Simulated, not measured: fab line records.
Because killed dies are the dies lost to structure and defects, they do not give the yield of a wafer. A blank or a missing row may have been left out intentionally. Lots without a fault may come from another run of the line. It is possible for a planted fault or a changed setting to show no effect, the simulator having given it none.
Comparing a struck lot with a sound one :: flow n5_finfet :: 14 out of 1938 route steps
Sound: wafers L295.1, L295.4, L295.6. Wafers struck: L291.3, L291.4, L291.5. At the end, the cause is stated.
Per side, at each step with rows, come the tool, then ch with its chambers, and then its first start. Under that, the readings that differ: sound wafers :: struck wafers :: difference of the means :: sigmas: that difference in standard deviations of wafers without a fault.
alike: readings with means less than 2 such deviations apart, plus words and numbers identical on both sides. not compared: withheld readings, readings lacking a value on some wafer, bounds such as >300 that could conceal the same value, and numbers that have no deviation in the record and whose values overlap.
A row with sigmas, a row that says differs or no value, or rows on one side alone: a step with any of these is where the two part. Numbers that have no deviation but don't overlap get no sigmas and don't part them. A reading missing from all wafers of one side parts the sides only when that side holds two or more wafers.

N5_BEOL_M8_STRIP_67: strips in CF4.
  sound on rie_diel-02 ch 1,2,3, day 13 05:09; struck on rie_diel-02 ch 0,1,2, day 12 06:25
  alike: drypump_motor_current_A, oes_product_au, rf_vpp_V, showerhead_plenum_p_Torr, throttle_valve_pct
  not compared: rf_hours_counter_h
N5_BEOL_M8_HM_OPEN_17: chemistry Cl2/BCl3, target TiN, target depth 20 nm, overetch 6 nm.
  sound on rie_metal-01 ch 0,1, day 13 05:11; struck on rie_metal-03 ch 0,1, day 12 06:29
  alike: drypump_motor_current_A, mfc_cl2_sccm, oes_product_au, throttle_valve_pct
  not compared: rf_hours_counter_h
N5_BEOL_M8_STRIP_19: strips in O2.
  sound on rie_diel-03 ch 1,3, day 13 05:18; struck on rie_diel-02 ch 0,1,3, day 12 06:34
  alike: drypump_motor_current_A, oes_product_au, rf_vpp_V, showerhead_plenum_p_Torr, throttle_valve_pct
  not compared: rf_hours_counter_h
N5_BEOL_M8_CD_MEAS_18: pitch 80 nm, target cd 40 nm.
  sound on cd_sem-03 at day 13 05:22; struck on cd_sem-03 at day 12 06:39
  alike: cd_nm
then, 8 steps without rows for these wafers: N5_BEOL_M8_COAT_63 (time 60 s, resist thk 60 nm); N5_BEOL_M8_COAT_64 (time 60 s, resist thk 12 nm); N5_BEOL_M8_COAT_71 (time 60 s, resist thk 5 nm); N5_BEOL_M8_COAT_22 (resist thk 30 nm); N5_BEOL_M8_EBR_24; N5_BEOL_M8_SOFTBAKE_23 (time 60 s); N5_BEOL_M8_EXPOSE_25 (exposes mask V7, target cd 40 nm); N5_BEOL_M8_PEB_26 (peb time 60 s).
N5_BEOL_M8_DEVELOP_27: develop time 30 s.
  struck on litho_track-03, day 12 07:03; sound on litho_track-03 ch 0, day 13 10:13
  no value came back on the struck wafers for chill_plate_temp_C (C), develop_time_s (s); on the sound wafers chill_plate_temp_C (C) reads 23.15 23.20 23.11
reading: model.CAR-EUV_of_BEOL_M8_COAT_22.thk_nm (nm)
sound: 29.6 29.6 29.6
struck: 30 30 30
difference: +0
sigmas: 
N5_BEOL_M8_CD_MEAS_28: target cd 40 nm.
  sound on cd_sem-01 ch 0, day 13 10:16; struck on cd_sem-01 ch 0, day 12 07:07
reading: cd_nm (nm)
sound: 40.09 40.32 39.85
struck: - - -
difference: no value on the struck wafers
sigmas: 

WHERE THEY PART
Last at N5_BEOL_M8_CD_MEAS_28 as far as this record goes, first at N5_BEOL_M8_DEVELOP_27.

WHY: what the simulator had put in
Beginning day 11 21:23, the whole step at N5_BEOL_M8_DEVELOP_27 was skipped on litho_track-03. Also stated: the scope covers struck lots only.
